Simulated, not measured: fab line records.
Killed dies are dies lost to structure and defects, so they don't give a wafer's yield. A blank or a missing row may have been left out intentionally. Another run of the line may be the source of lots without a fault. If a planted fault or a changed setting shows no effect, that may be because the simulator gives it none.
Comparing a struck lot with a sound one    flow n5-finfet    19 steps out of a route of 1938
Sound: the wafers L997.4, L997.6. Wafers struck: L993.2, L993.3, L993.5. At the end, the cause is stated.
At each step with rows: each side's tool, then ch and its chambers, then its first start. Under that, the readings that differ: sound wafers    struck wafers    difference of the means    sigmas: that difference in standard deviations of wafers without a fault.
alike: readings whose means differ by less than 2 such deviations, and words and numbers that are the same on both sides. not compared: withheld readings, readings that some wafer has no value for, bounds like >300 that may hide the same value, and numbers for which the record gives no deviation and whose values overlap.
Wherever a step has rows on one side only, a row that says differs or no value, or a row with sigmas, the two part there. When numbers do not overlap yet have no deviation, they are printed without sigmas and do not part them. A reading that every wafer of one side lacks parts them only if that side has two wafers or more.

first, 3 steps without rows for these wafers: N5_DUMMY_REMOVAL_PRECLEAN_04 (cleans in DHF, time 37 s); N5_DUMMY_REMOVAL_SRD_05 (time 30 s); N5_HKMG_FIN_IL_REGROW_00 (material SiO2, chemistry O3, target thk 0.75 nm, time 30 s).
N5_HKMG_FIN_HK_ALD_01: deposits HfO2, target thk 1.6 nm, pulse time 3 s, purge time 3 s.
  sound on ald-hk-03 ch 0,2, day 8 19:15; struck on ald-hk-02 ch 2,3, day 8 01:16
  alike: precursor-pulse-height-rel
N5_HKMG_FIN_HK_ANNEAL_02: time 30 s.
  sound on rtp-anneal-02 ch 0, day 8 19:37; struck on rtp-anneal-01 ch 0, day 8 01:40
  alike: lamp-power-pct, wafer_temp_C_max
N5_HKMG_FIN_ALD_74: deposits La2O3, target thk 0.5 nm, pulse time 6 s, co reactant pulse time 1 s.
  sound on ald-hk-02 ch 1, day 8 19:44; struck on ald-hk-01 ch 0,3, day 8 01:52
reading               sound          struck                difference  sigmas
susceptor-temp-C (C)  249.93 249.62  249.73 250.31 250.41  +0.38       +2
  alike: heater-power-w, precursor-pulse-height-rel
N5_HKMG_FIN_ALD_75: deposits Al2O3, target thk 1 nm, co reactant pulse time 1 s.
  sound on ald-hk-02 ch 1, day 8 19:49; struck on ald-hk-01 ch 0,3, day 8 01:56
reading               sound          struck                difference  sigmas
susceptor-temp-C (C)  150.14 150.36  149.93 149.89 150.02  -0.30       -2
  alike: heater-power-w, precursor-pulse-height-rel
then, 5 steps without rows for these wafers: N5_HKMG_FIN_COAT_41 (time 60 s, resist thk 300 nm); N5_HKMG_FIN_COAT_42 (time 60 s, resist thk 35 nm); N5_HKMG_FIN_COAT_43 (resist thk 90 nm); N5_HKMG_FIN_EBR_45; N5_HKMG_FIN_SOFTBAKE_44 (time 60 s).
N5_HKMG_FIN_EXPOSE_46: exposes mask NDIPOLE.
  sound on arfi-scanner-01 ch 0, day 8 20:03; struck on arfi-scanner-03 ch 0, day 8 02:10
reading               sound        struck             difference  sigmas
exposure-dose-mJ-cm2  39.93 39.92  37.45 37.43 37.42  -2.49       -49
  alike: mask
then, 2 steps without rows for these wafers: N5_HKMG_FIN_PEB_47 (peb time 60 s); N5_HKMG_FIN_DEVELOP_48 (develop time 30 s).
N5_HKMG_FIN_CD_MEAS_49: the cd target is 202 nm.
  sound on cd-sem-02 ch 0, day 8 20:10; struck on cd-sem-03 ch 0, day 8 02:17
reading     sound        struck             difference  sigmas
cd-nm (nm)  202.7 202.8  198.6 197.7 198.1  -4.6        -4
N5_HKMG_FIN_OVL_MEAS_50:
  sound on overlay-02 ch 0, day 8 20:11; struck on overlay-02 ch 0, day 8 02:19
  alike: NDIPOLE_OVL
-- the record jumps here: 4 days lie between the struck wafers' starts before and after (it left off in module HKMG_FIN and takes up again in module BEOL_M4, whose first step shown is number 1111 of the route) --
N5_BEOL_M4_RC_MEAS_101:
  sound on prober-01 ch 0, day 12 21:04; struck on prober-01 ch 0, day 12 00:04
  alike: DIBL_N, DIBL_P, IOFF_N, IOFF_P, ION_N, ION_P, SS_N, SS_P, VT_N, VT_P
then, 1 step without rows for these wafers: N5_PASSIVATION_PROBE_49.

WHERE THEY PART
Last at N5_HKMG_FIN_CD_MEAS_49 as far as this record goes, first at N5_HKMG_FIN_ALD_74. Later steps at which nothing parts them and some readings are alike: N5_HKMG_FIN_OVL_MEAS_50, N5_BEOL_M4_RC_MEAS_101.

WHY: the cause the simulator had injected
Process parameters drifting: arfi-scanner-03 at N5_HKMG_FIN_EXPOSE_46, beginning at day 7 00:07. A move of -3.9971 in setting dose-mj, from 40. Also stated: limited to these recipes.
